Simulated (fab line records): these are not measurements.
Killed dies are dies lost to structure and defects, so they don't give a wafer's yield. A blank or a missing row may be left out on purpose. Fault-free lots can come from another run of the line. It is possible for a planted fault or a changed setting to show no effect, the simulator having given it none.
fab line records	flow n5Finfet
record: lots: 7	wafers: 39
route steps=1938 shown STI_FIN_REVEAL@183 SD_EPI_N@273 HKMG_FIN@456 MOL_CONTACT_COAG@559 BEOL_M2@882 BEOL_M4@1064 BEOL_M6@1198 BEOL_M8@1398
startH: hours from the record's opening day to when the first of the lot's shown wafers began	waitH: hours elapsed since this lot's preceding step	" the same as in the row above	L1.1+2: one row covering several wafers at once	- either no value or no given start	* or withheld: withheld	< > ~ a bound
route shown NAME@n: names a module that has steps shown in the file, with the first one's number in the route	usual: mean/standard deviation of fault-free wafers	same: alike in all rows	chamber/n: place in a boat	sites: per-site readings	_std_site: the values' standard deviation	_edge_site: the outer-site mean with the inner-site mean subtracted	radiusMm: how far each site lies from the wafer's centre	mask NAME#n: copy n	behind: the tool/chamber that last shaped the wafer	hold: reason for holding the lot/hours on hold/outcome of the hold	device: which transistor (n, p or np) failed to switch	end of line: the same wafers' tests at the end of the route	for a step that has no rows: nothing shown but its recipe	killed: dies lost to structure and defects at the first sort, not the wafer's yield	map: shows each die of a wafer: x if killed, . if not, _ if none is there
set.NAME: the setting as run; set.NAME@STEP: as run at that earlier step	model.NAME: the simulator's own value behind a step, which no gauge read
lots where settings were altered on purpose, with a table for each step and a row for each wafer
== steps ==
step: N5_STI_FIN_REVEAL_ALD_00
recipe: material: SiO2	targetThkA: 10	tempC: 300	aldPrecursorFamily: BDEAS	aldCoReactant: O2-plasma	pulseTimeS: 1	pressureTorr: 2
lot.wafer	tool	chamber	startH	waitH	set.targetThkA	model.SiO2_of_STI_FIN_REVEAL_ALD_00.thkNm
L077.1+2+3	aldSin-04	0,3,1	46.16	0.0	6.01	0.6
L077.4+5+6	"	2,1,0	"	"	10	1
L078.1+6	aldSin-01	0,1	51.45	0.0	14.92	1.4
L078.2+3+4	"	1,3,2	"	"	10	1
L078.5	"	2	"	"	14.92	1.6
L080.1+2+3+4+5+6	aldSin-03	0,3,1,2,1,2	64.42	0.0	10	1
L083.1+2+3+4+5+6	aldSin-01	2,0,3,1,2,3	81.56	0.0	10	1
L086.1+2+3	aldSin-03	2,1,0	100.14	0.1	10	1
L090.1+2+4	aldSin-04	0,2,1	126.17	0.0	12.05	1.2
L090.3+5+6	"	3,2,3	"	"	10	1
L094.1+4+6	aldSin-03	2,0,1	148.96	0.0	10	1
L094.2+3+5	"	1,3,2	"	"	4.569	0.4
step: N5_SD_EPI_N_DESCUM_14
recipe: chemistry: O2	timeS: 7.9	sourcePowerW: 50	biasPowerW: 20	pressureMtorr: 20	rfFrequencyHz: 2.712e+07	tempC: 40	resist: CAR-ArF-block	o2FlowSccm: 225
lot.wafer	tool	chamber	startH	waitH	set.timeS	model.CAR-ArF-block_of_SD_EPI_N_COAT_03.thkNm
L077.1	rieDiel-05	1	66.36	0.0	10.82	141.6
L077.2+6	"	2	"	"	10.82	141.4
L077.3+5	"	0	"	"	7.9	143.4
L077.4	"	1	"	"	7.9	143.6
L078.1+6	rieDiel-04	0,2	71.84	0.0	9.903	142.4
L078.2	"	2	"	"	7.9	143.4
L078.3	"	3	"	"	9.903	142.2
L078.4+5	"	3,0	"	"	7.9	143.2
L080.1	rieDiel-02	1	87.79	0.0	7.9	143
L080.2+6	"	2,0	"	"	5.205	145
L080.3	"	3	"	"	7.9	143.8
L080.4	"	0	"	"	7.9	143.6
L080.5	"	1	"	"	5.205	145.4
L083.1+5	rieDiel-02	3,0	103.12	0.0	12.37	141
L083.2+3+6	"	2,1,3	"	"	7.9	144
L083.4	"	0	"	"	12.37	141.4
L086.1	rieDiel-05	0	121.52	0.4	7.9	144.4
L086.2	"	3	"	"	7.9	144
L086.3	"	2	"	"	7.9	144.2
L090.1+3	rieDiel-04	3,1	146.38	0.1	7.9	143.6
L090.2	"	2	"	"	7.9	143.2
L090.4	"	0	"	"	9.324	142.4
L090.5	"	2	"	"	9.324	142.2
L090.6	"	3	"	"	9.324	142.6
L094.1	rieDiel-05	2	172.02	0.0	7.9	143.6
L094.2	"	0	"	"	7.9	144
L094.3+4	"	3,1	"	"	3.591	146.4
L094.5	"	0	"	"	3.591	146
L094.6	"	1	"	"	7.9	143.4
step: N5_HKMG_FIN_ALD_21
recipe: material: TiN	targetThkA: 15	tempC: 400	aldPrecursorFamily: TiCl4	aldCoReactant: NH3	pulseTimeS: 1	purgeTimeS: 3	coReactantPurgeTimeS: 2	coReactantPulseTimeS: 2	aldCycles: 68	pressureTorr: 3
lot.wafer	tool	chamber	startH	waitH	set.aldCycles	model.TiN_of_HKMG_FIN_ALD_21.thkNm
L077.1+2+4+6	aldMetal-02	0,2,3,2	94.51	0.3	68	1.4
L077.3+5	"	1	"	"	68	1.6
L078.1+2+3	aldMetal-02	2,0,1	102.03	0.3	37	0.8
L078.4+6	"	3,2	"	"	68	1.6
L078.5	"	3	"	"	68	1.4
L080.1+2+6	aldMetal-04	3,0,1	116.50	0.3	68	1.6
L080.3+4+5	"	1,2,0	"	"	41	1
L083.1+3	aldMetal-04	2,1	133.97	0.3	68	1.6
L083.2	"	3	"	"	68	1.4
L083.4+5+6	"	0,1,2	"	"	82	1.8
L086.1+2+3	aldMetal-02	1,0,2	150.21	0.3	68	1.6
L090.1+2+6	aldMetal-02	3,2,0	175.72	0.3	98	2.2
L090.3	"	1	"	"	68	1.4
L090.4+5	"	0,1	"	"	68	1.6
L094.1+2+4+6	aldMetal-04	1,3,0,0	203.17	0.3	68	1.6
L094.3+5	"	2,1	"	"	68	1.4
step: N5_MOL_CONTACT_COAG_ALD_27
recipe: material: SiOC	targetThkA: 170	tempC: 400	aldPrecursorFamily: carbosiloxane	aldCoReactant: H2-plasma	pulseTimeS: 1.5	timeS: 2720	purgeTimeS: 2	coReactantPurgeTimeS: 2	aldCycles: 340	pressureTorr: 2
lot.wafer	tool	chamber	startH	waitH	set.timeS	model.SiOC_of_MOL_CONTACT_COAG_ALD_27.thkNm
L077.1+4+5	aldSin-02	1,2,3	112.22	0.0	2720	17
L077.2	"	3	"	"	1271	8
L077.3+6	"	0,2	"	"	1271	7.8
L078.1+3+5	aldSin-02	0,1,0	118.72	0.8	2720	17
L078.2	"	2	"	"	2083	12.8
L078.4+6	"	3,1	"	"	2083	13
L080.1+4+6	aldSin-01	0,2,3	133.97	0.0	2720	16.8
L080.2+3+5	"	3,1,2	"	"	2720	17
L083.1+2+4+5+6	aldSin-01	1,2,1,2,0	149.04	0.0	2720	17
L083.3	"	0	"	"	2720	16.8
L086.1+3	aldSin-04	3,2	166.11	0.0	2720	17
L086.2	"	0	"	"	2720	16.8
L090.1+3+6	aldSin-02	2,0,2	193.16	1.4	1325	8.2
L090.2+4+5	"	3,1,1	"	"	2720	17
L094.1+3+4	aldSin-02	0,3,1	220.64	0.0	2002	12.6
L094.2+5+6	"	2,2,1	"	"	2720	17
step: N5_MOL_CONTACT_COAG_CMP_28
recipe: stopOn: SiNx	tOverpolishS: 0.85	postCmpClean: alkalineBrush	downForcePsi: 4.15	platenRpm: 51.8	padVelocityMS: 1.0307	targetThkNm: 14.522
lot.wafer	tool	chamber	startH	waitH	set.timeS@MOL_CONTACT_COAG_ALD_27	model.SiOC_of_MOL_CONTACT_COAG_ALD_27.thkNm
L077.2	cmp-01	2	113.78	0.8	1271	8
L077.4	"	3	"	"	2720	13.6
L077.3+6	"	0,3	"	"	1271	7.8
L077.1	"	1	"	"	2720	15.4
L077.5	"	2	"	"	2720	11.8
L078.1	cmp-03	3	120.29	0.8	2720	15
L078.3	"	0	"	"	2720	16.2
L078.4+6	"	1,0	"	"	2083	13
L078.2	"	2	"	"	2083	12.8
L078.5	"	3	"	"	2720	14.4
L080.1	cmp-01	1	135.66	0.9	2720	15.2
L080.3	"	2	"	"	2720	13.4
L080.4	"	3	"	"	2720	15
L080.2	"	0	"	"	2720	13.6
L080.5	"	1	"	"	2720	16
L080.6	"	2	"	"	2720	13
L083.1	cmp-03	0	150.61	0.8	2720	16.6
L083.2+3	"	1,3	"	"	2720	15.2
L083.4	"	2	"	"	2720	14.8
L083.6	"	0	"	"	2720	16.2
L083.5	"	1	"	"	2720	15.4
L086.2	cmp-03	1	167.71	0.8	2720	15
L086.3	"	2	"	"	2720	15.2
L086.1	"	3	"	"	2720	14.4
L090.2	cmp-01	1	194.73	0.8	2720	14.6
L090.4	"	2	"	"	2720	12.4
L090.3+1+6	"	3,0,1	"	"	1325	8.2
L090.5	"	2	"	"	2720	12
L094.3+4+1	cmp-01	2,3,1	222.21	0.8	2002	12.6
L094.2	"	0	"	"	2720	13.6
L094.5	"	2	"	"	2720	13
L094.6	"	3	"	"	2720	14.6
step: N5_MOL_CONTACT_COAG_ALD_123
recipe: material: SiNx	targetThkA: 50	tempC: 400	aldPrecursorFamily: SiH2I2	aldCoReactant: N2/H2-plasma	pulseTimeS: 1	purgeTimeS: 2	coReactantPurgeTimeS: 2	aldCycles: 100	pressureTorr: 2
step: N5_MOL_CONTACT_COAG_VIA_ETCH_117
recipe: chemistry: C4F6/O2	targetDepthA: 400	overetchA: 80	maskMaterial: SOC	target: SiO2	biasW: 455	pressureMtorr: 10	timeS: 26	sourceW: 325	Ar_flow_sccm: 300	C4F6_flow_sccm: 10	O2_flow_sccm: 10	ionEnergyEv: 575.3	ends: endPoint
step: N5_MOL_CONTACT_COAG_ETCH_124
recipe: chemistry: CH3F/O2	target: SiNx	targetDepthA: 65	maskMaterial: SOC	stopOn: SiOC	overEtchFrac: 0.3	ionEnergyEv: 120	pressureMtorr: 30	sourceW: 395	biasW: 73	Ar_flow_sccm: 150	CH3F_flow_sccm: 30	O2_flow_sccm: 20	ends: endPoint
step: N5_MOL_CONTACT_COAG_ETCH_48
recipe: chemistry: C4F6/O2	targetDepthA: 150	overetchA: 45	maskMaterial: SOC	target: SiOC	biasW: 465	pressureMtorr: 10	timeS: 17	sourceW: 335	Ar_flow_sccm: 300	C4F6_flow_sccm: 10	O2_flow_sccm: 10	ionEnergyEv: 576
lot.wafer	tool	chamber	startH	waitH	set.timeS@MOL_CONTACT_COAG_ALD_27	model.etch.depthNm
L077.1	rieDiel-02	0	117.45	0.0	2720	15.4
L077.2	"	1	"	"	1271	7.925
L077.3	"	2	"	"	1271	7.898
L077.4	"	1	"	"	2720	13.7
L077.5	"	0	"	"	2720	11.89
L077.6	"	2	"	"	1271	7.842
L078.1	rieDiel-04	0	123.86	0.0	2720	15.06
L078.2	"	1	"	"	2083	12.89
L078.3	"	3	"	"	2720	16.22
L078.4	"	2	"	"	2083	12.99
L078.5	"	0	"	"	2720	14.44
L078.6	"	3	"	"	2083	12.93
L080.1	rieDiel-05	0	139.33	0.0	2720	15.24
L080.2	"	1	"	"	2720	13.63
L080.3	"	2	"	"	2720	13.35
L080.4	"	3	"	"	2720	15.06
L080.5	"	1	"	"	2720	16.02
L080.6	"	0	"	"	2720	13.03
L083.1	rieDiel-05	1	154.06	0.0	2720	16.6
L083.2	"	2	"	"	2720	15.12
L083.3	"	0	"	"	2720	15.1
L083.4	"	3	"	"	2720	14.8
L083.5	"	1	"	"	2720	15.36
L083.6	"	2	"	"	2720	16.28
L086.1	rieDiel-04	1	171.82	0.0	2720	14.41
L086.2	"	3	"	"	2720	15.08
L086.3	"	1	"	"	2720	15.16
L090.1	rieDiel-05	3	198.35	0.0	1325	8.221
L090.2	"	1	"	"	2720	14.57
L090.3	"	2	"	"	1325	8.187
L090.4	"	0	"	"	2720	12.31
L090.5	"	0	"	"	2720	12
L090.6	"	1	"	"	1325	8.266
L094.1	rieDiel-04	3	225.45	0.0	2002	12.55
L094.2	"	0	"	"	2720	13.68
L094.3	"	1	"	"	2002	12.62
L094.4	"	3	"	"	2002	12.53
L094.5	"	1	"	"	2720	13
L094.6	"	0	"	"	2720	14.55
step: N5_BEOL_M2_ALD_98
recipe: material: SiO2	targetThkA: 25	tempC: 100	aldPrecursorFamily: BDEAS	aldCoReactant: O2-plasma	pulseTimeS: 1	coReactantPulseTimeS: 1	purgeTimeS: 2	coReactantPurgeTimeS: 2	aldCycles: 17	pressureTorr: 2
lot.wafer	tool	chamber	startH	waitH	set.aldCycles	model.SiO2_of_BEOL_M2_ALD_98.thkNm
L077.1+3+5	aldSin-03	2,1,2	153.74	0.1	13	2
L077.2+4	"	0,3	"	"	17	2.6
L077.6	"	1	"	"	17	2.4
L078.1+2+3+4+5+6	aldSin-01	3,2,0,1,3,2	153.85	0.1	17	2.6
L080.1+4+5	aldSin-01	3,0,3	171.46	0.1	23	3.4
L080.2+3+6	"	2,1,2	"	"	17	2.6
L083.1+2+6	aldSin-03	2,0,2	188.91	0.5	17	2.4
L083.3+4+5	"	1,3,1	"	"	10	1.4
L086.1+2	aldSin-01	1,2	210.99	0.5	17	2.4
L086.3	"	3	"	"	17	2.6
L090.1+2+5	aldSin-02	1,3,1	243.42	0.1	12	1.8
L090.3+4+6	"	2,0,2	"	"	17	2.4
L094.1+3+6	aldSin-03	3,0,0	260.99	0.1	17	2.6
L094.2+4+5	"	1,2,1	"	"	17	2.4
step: N5_BEOL_M4_ETCH_70
recipe: chemistry: N2/H2	target: SOC	targetDepthA: 800	overetchA: 240	maskMaterial: SiARC	tempC: 40	timeS: 130	ionEnergyEv: 200	pressureMtorr: 30	sourceW: 840	biasW: 150	n2FlowSccm: 200	h2FlowSccm: 200
lot.wafer	tool	chamber	startH	waitH	set.timeS	model.SiARC_of_BEOL_M4_COAT_68.thkNm
L077.1+2+3+5+6	rieDiel-05	0,3,1,1,0	180.86	0.0	130	5.8
L077.4	"	2	"	"	130	6.2
L078.1	rieDiel-02	2	181.72	0.0	177.6	3.8
L078.2+4	"	0,1	"	"	130	5.8
L078.3	"	3	"	"	130	5.6
L078.5	"	0	"	"	177.6	3.4
L078.6	"	3	"	"	177.6	3.2
L080.1+3	rieDiel-05	1,3	195.46	0.0	130	5.8
L080.2+6	"	0	"	"	207	2.2
L080.4	"	2	"	"	207	2.6
L080.5	"	1	"	"	130	5.6
L083.1	rieDiel-02	3	213.25	0.0	176.8	3.4
L083.2+5	"	1	"	"	176.8	3.8
L083.3	"	2	"	"	130	6.2
L083.4+6	"	0	"	"	130	5.8
L086.1+2	rieDiel-02	0,3	245.99	0.0	130	5.8
L086.3	"	2	"	"	130	6.2
L090.1+2	rieDiel-05	2,3	271.07	0.0	72.53	8.8
L090.3+6	"	0,2	"	"	130	6
L090.4	"	1	"	"	72.53	8.6
L090.5	"	1	"	"	130	5.8
L094.1+5	rieDiel-05	0,1	303.04	0.0	130	5.8
L094.2+4+6	"	1,3,2	"	"	84.68	8
L094.3	"	2	"	"	130	6
step: N5_BEOL_M6_HM_DEP_02
recipe: material: TiN	targetThkA: 200	tempC: 25	chamberPressurePa: 0.49996
lot.wafer	tool	chamber	startH	waitH	set.targetThkA	model.TiN_of_BEOL_M6_HM_DEP_02.thkNm
L077.1	pvdSputter-01	-	200.29	2.2	102.9	9.8
L077.2+3	"	-	"	"	102.9	10
L077.4+6	"	-	"	"	200	19.6
L077.5	"	-	"	"	200	19.8
L078.1+5	pvdSputter-01	-	200.49	0.7	200	19.8
L078.2+6	"	-	"	"	168.3	16.6
L078.3	"	-	"	"	168.3	16.8
L078.4	"	-	"	"	200	20
L080.1+4	pvdSputter-03	-	217.41	1.0	289.1	29
L080.2	"	-	"	"	289.1	28.8
L080.3+6	"	-	"	"	200	20
L080.5	"	-	"	"	200	20.2
L083.1+5+6	pvdSputter-03	-	235.61	0.9	200	19.8
L083.2+4	"	-	"	"	200	19.4
L083.3	"	-	"	"	200	20
L086.1	pvdSputter-02	-	270.73	2.1	200	20
L086.2	"	-	"	"	200	19.8
L086.3	"	-	"	"	200	20.2
L090.1	pvdSputter-03	-	292.11	0.3	200	19.8
L090.2+3+6	"	-	"	"	200	20
L090.4+5	"	-	"	"	200	20.2
L094.1+4	pvdSputter-03	-	323.82	2.5	200	19.8
L094.2+3	"	-	"	"	158.3	15.8
L094.5	"	-	"	"	200	20
L094.6	"	-	"	"	158.3	15.6
step: N5_BEOL_M6_COAT_59
recipe: resist: SOC	tempC: 250	timeS: 60	spinRpm: 1500	resistThkNm: 100
step: N5_BEOL_M6_COAT_60
recipe: resist: SiARC	tempC: 220	timeS: 60	spinRpm: 1500	resistThkNm: 35
step: N5_BEOL_M6_STRIP_68
recipe: chemistry: N2/H2	tempC: 40	n2FlowSccm: 200	h2FlowSccm: 200	rfFrequencyHz: 6e+07
step: N5_BEOL_M6_STRIP_67
recipe: chemistry: CF4	resist: SiARC	powerW: 300	biasPowerW: 75	pressureMtorr: 50	cf4FlowSccm: 150	rfFrequencyHz: 6e+07
step: N5_BEOL_M6_HM_OPEN_17
recipe: chemistry: Cl2/BCl3	targetDepthA: 200	overetchA: 60	target: TiN	maskMaterial: SOC	ionEnergyEv: 150	pressureMtorr: 10	icpW: 1000	biasW: 126	Cl2_flow_sccm: 53.25	bcl3FlowSccm: 21.75	Ar_flow_sccm: 25
lot.wafer	tool	chamber	startH	waitH	set.targetThkA@BEOL_M6_HM_DEP_02	model.etch.depthNm
L077.1	rieMetal-02	1	201.33	0.0	102.9	9.838
L077.2	"	0	"	"	102.9	10.03
L077.3	"	1	"	"	102.9	9.909
L077.4+6	"	0,1	"	"	200	19.55
L077.5	"	0	"	"	200	19.78
L078.1	rieMetal-02	0	201.80	0.0	200	19.8
L078.2	"	1	"	"	168.3	16.58
L078.3	"	0	"	"	168.3	16.78
L078.4	"	1	"	"	200	20.04
L078.5	"	1	"	"	200	19.83
L078.6	"	0	"	"	168.3	16.61
L080.1	rieMetal-02	1	218.28	0.0	289.1	24.55
L080.2	"	1	"	"	289.1	24.74
L080.3	"	1	"	"	200	19.96
L080.4	"	1	"	"	289.1	24.76
L080.5	"	1	"	"	200	20.17
L080.6	"	1	"	"	200	19.95
L083.1	rieMetal-03	0	236.48	0.0	200	19.76
L083.2	"	1	"	"	200	19.31
L083.3	"	0	"	"	200	20.07
L083.4	"	1	"	"	200	19.47
L083.5	"	0	"	"	200	19.75
L083.6	"	1	"	"	200	19.7
L086.1	rieMetal-03	1	271.68	0.0	200	19.92
L086.2	"	1	"	"	200	19.86
L086.3	"	1	"	"	200	20.14
L090.1	rieMetal-01	1	292.85	0.0	200	19.83
L090.2	"	0	"	"	200	19.92
L090.3	"	0	"	"	200	20.05
L090.4	"	1	"	"	200	20.22
L090.5	"	0	"	"	200	20.12
L090.6	"	1	"	"	200	20.03
L094.1	rieMetal-02	0	324.69	0.0	200	19.88
L094.2	"	1	"	"	158.3	15.85
L094.3	"	0	"	"	158.3	15.84
L094.4	"	1	"	"	200	19.89
L094.5	"	0	"	"	200	20.07
L094.6	"	1	"	"	158.3	15.65
step: N5_BEOL_M6_STRIP_19
recipe: chemistry: O2	powerW: 400	tempC: 40	pressureMtorr: 30	rfFrequencyHz: 6e+07	biasPowerW: 0	overashFraction: 0.2	o2FlowSccm: 225
step: N5_BEOL_M6_ETCH_41
recipe: chemistry: CH3F/O2	target: SiCN	targetDepthA: 297	taperDeg: 2	timeS: 52	ionEnergyEv: 120	maskMaterial: TiN	pressureMtorr: 30	sourceW: 395	biasW: 75	Ar_flow_sccm: 150	CH3F_flow_sccm: 30	O2_flow_sccm: 20
step: N5_BEOL_M6_STRIP_80
recipe: chemistry: N2/H2	timeS: 10	powerW: 450	tempC: 40	pressureMtorr: 20	rfFrequencyHz: 6e+07	biasPowerW: 7	n2FlowSccm: 200	h2FlowSccm: 200
step: N5_BEOL_M6_OCD_MEAS_38
usual: trenchDepthNm: 94.9/1.8
lot.wafer	tool	chamber	startH	waitH	set.targetThkA@BEOL_M6_HM_DEP_02	trenchDepthNm
L077.1	ocd-02	-	203.87	-	102.9	98.3
L077.2	"	-	"	"	102.9	98.2
L077.3	"	-	"	"	102.9	95.9
L077.4	"	-	"	"	200	94.4
L077.5	"	-	"	"	200	97.0
L077.6	"	-	"	"	200	94.2
L078.1	ocd-01	-	204.04	-	200	94.6
L078.2	"	-	"	"	168.3	96.6
L078.3	"	-	"	"	168.3	94.3
L078.4	"	-	"	"	200	91.4
L078.5	"	-	"	"	200	95.6
L078.6	"	-	"	"	168.3	92.3
L080.1	ocd-02	-	222.38	-	289.1	3.3
L080.2	"	-	"	"	289.1	6.9
L080.3	"	-	"	"	200	94.1
L080.4	"	-	"	"	289.1	4.2
L080.5	"	-	"	"	200	96.7
L080.6	"	-	"	"	200	93.9
L083.1	ocd-01	-	241.55	-	200	93.6
L083.2	"	-	"	"	200	94.7
L083.3	"	-	"	"	200	93.1
L083.4	"	-	"	"	200	93.4
L083.5	"	-	"	"	200	94.0
L083.6	"	-	"	"	200	92.9
L086.1	ocd-02	-	274.40	-	200	93.2
L086.2	"	-	"	"	200	94.6
L086.3	"	-	"	"	200	94.0
L090.1	ocd-01	-	296.91	-	200	94.4
L090.2	"	-	"	"	200	95.2
L090.3	"	-	"	"	200	95.6
L090.4	"	-	"	"	200	97.6
L090.5	"	-	"	"	200	94.5
L090.6	"	-	"	"	200	96.4
L094.1	ocd-02	-	326.05	-	200	95.0
L094.2	"	-	"	"	158.3	93.1
L094.3	"	-	"	"	158.3	94.4
L094.4	"	-	"	"	200	93.1
L094.5	"	-	"	"	200	93.4
L094.6	"	-	"	"	158.3	94.9
step: N5_BEOL_M8_DEP_56
recipe: material: SiCN	targetThkA: 100	tempC: withheld	precursor: 3MS/NH3	pressureTorr: 3	rfW: 202	timeS: 17.5
lot.wafer	tool	chamber	startH	waitH	set.timeS	model.SiCN_of_BEOL_M8_DEP_56.thkNm
L077.1	pecvd-01	0	223.59	0.0	17.5	10
L077.2+5	"	1	"	"	17.5	10.2
L077.3	"	2	"	"	8.075	4.6
L077.4+6	"	2,0	"	"	8.075	4.8
L078.1	pecvd-01	2	225.55	0.0	21.76	12.4
L078.2+6	"	0	"	"	21.76	12.2
L078.3	"	1	"	"	17.5	9.8
L078.4+5	"	1,2	"	"	17.5	10
L080.1+4+6	pecvd-02	1,0,1	245.67	0.0	11.42	6.6
L080.2	"	0	"	"	17.5	9.8
L080.3	"	1	"	"	17.5	10
L080.5	"	0	"	"	17.5	10.2
L083.1+3+4	pecvd-01	2,0,1	264.83	0.0	17.5	10
L083.2	"	1	"	"	12.65	7
L083.5	"	0	"	"	12.65	7.4
L083.6	"	2	"	"	12.65	7.2
L086.1+2	pecvd-03	2,1	298.94	0.0	17.5	10
L086.3	"	1	"	"	17.5	10.2
L090.1+2+5	pecvd-01	1,0,1	317.41	0.0	17.5	10
L090.3+6	"	2	"	"	17.5	10.2
L090.4	"	0	"	"	17.5	10.4
L094.1+6	pecvd-02	0,2	349.42	0.0	11.46	6.6
L094.2	"	1	"	"	17.5	9.8
L094.3+4	"	2,0	"	"	17.5	10
L094.5	"	1	"	"	11.46	6.4
== key ==
split: step: N5_STI_FIN_REVEAL_ALD_00	setting: targetThkA	stated: 10	by: wafer
response: step: N5_STI_FIN_REVEAL_ALD_00	reading: model.SiO2_of_STI_FIN_REVEAL_ALD_00.thkNm	change: +0.0102	per: 1%	r: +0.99
split: step: N5_SD_EPI_N_DESCUM_14	setting: timeS	stated: 7.9	by: wafer
response: step: N5_SD_EPI_N_DESCUM_14	reading: model.CAR-ArF-block_of_SD_EPI_N_COAT_03.thkNm	change: -0.0494	per: 1%	r: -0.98
split: step: N5_HKMG_FIN_ALD_21	setting: aldCycles	stated: 68	by: wafer
response: step: N5_HKMG_FIN_ALD_21	reading: model.TiN_of_HKMG_FIN_ALD_21.thkNm	change: +0.0153	per: 1%	r: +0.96
split: step: N5_MOL_CONTACT_COAG_ALD_27	setting: timeS	stated: 2720	by: wafer
response: step: N5_MOL_CONTACT_COAG_ALD_27	reading: model.SiOC_of_MOL_CONTACT_COAG_ALD_27.thkNm	change: +0.171	per: 1%	r: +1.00
response: step: N5_MOL_CONTACT_COAG_CMP_28	reading: model.SiOC_of_MOL_CONTACT_COAG_ALD_27.thkNm	change: +0.0945	per: 1%	r: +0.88
response: step: N5_MOL_CONTACT_COAG_ETCH_48	reading: model.etch.depthNm	change: +0.0946	per: 1%	r: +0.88
split: step: N5_BEOL_M2_ALD_98	setting: aldCycles	stated: 17	by: wafer
response: step: N5_BEOL_M2_ALD_98	reading: model.SiO2_of_BEOL_M2_ALD_98.thkNm	change: +0.0228	per: 1%	r: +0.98
split: step: N5_BEOL_M4_ETCH_70	setting: timeS	stated: 130	by: wafer
response: step: N5_BEOL_M4_ETCH_70	reading: model.SiARC_of_BEOL_M4_COAT_68.thkNm	change: -0.0606	per: 1%	r: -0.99
split: step: N5_BEOL_M6_HM_DEP_02	setting: targetThkA	stated: 200	by: wafer
response: step: N5_BEOL_M6_HM_DEP_02	reading: model.TiN_of_BEOL_M6_HM_DEP_02.thkNm	change: +0.2	per: 1%	r: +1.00
response: step: N5_BEOL_M6_HM_OPEN_17	reading: model.etch.depthNm	change: +0.162	per: 1%	r: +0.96
response: step: N5_BEOL_M6_OCD_MEAS_38	reading: trenchDepthNm	shape: bent	atLowest: 97.5	atStated: 94.5	atHighest: 4.8
split: step: N5_BEOL_M8_DEP_56	setting: timeS	stated: 17.5	by: wafer
response: step: N5_BEOL_M8_DEP_56	reading: model.SiCN_of_BEOL_M8_DEP_56.thkNm	change: +0.0992	per: 1%	r: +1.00
